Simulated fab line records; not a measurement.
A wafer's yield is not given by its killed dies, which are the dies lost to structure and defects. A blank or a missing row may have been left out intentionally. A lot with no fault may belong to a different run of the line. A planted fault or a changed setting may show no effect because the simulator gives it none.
Chamber matching    flow nand-harc    NHARC_A_STAIRCASE_DESCUM_270 on rie-diel-13: 4 sister chambers
The step chemistry O2, time 3 s. 4 wafers are shown with their chamber, then 8 later ones without.

## WAFERS WITH THEIR CHAMBER
wafer   chamber  showerhead-plenum-p-Torr (Torr)
L083.2  3        1.81
L083.3  1        1.80
L083.4  0        2.06
L086.4  2        1.85

## WAFERS WITHOUT THEIR CHAMBER
wafer   showerhead-plenum-p-Torr (Torr)
L086.5  1.85
L086.6  1.80
L091.1  1.80
L091.3  1.80
L091.5  1.80
L090.3  2.05
L090.4  1.80
L090.6  1.80

## THE CHAMBER EACH PASSED THROUGH
wafer    from the rows above   in truth
L086.5   2                     2
L086.6   1                     1
L091.1   1                     1
L091.3   1                     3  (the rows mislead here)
L091.5   1                     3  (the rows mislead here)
L090.3   0                     0
L090.4   1                     1
L090.6   1                     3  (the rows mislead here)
Correctly placed: 5 of 8. Can't be placed from these rows: 0. Wrongly placed: 3.
How it was worked out, from the rows above alone: a wafer's distance from a chamber is the root of the sum, over the readings, of the square of ((its reading less the chamber's mean) divided by the reading's scatter). The wafer belongs to the nearest chamber; if the next one is less than 2 further off, it can't be placed. Each chamber's mean is taken over the wafers shown for it. The scatter: with one shown wafer a chamber, the root of the mean of the squares of how far each hidden wafer lies from its nearest shown one.
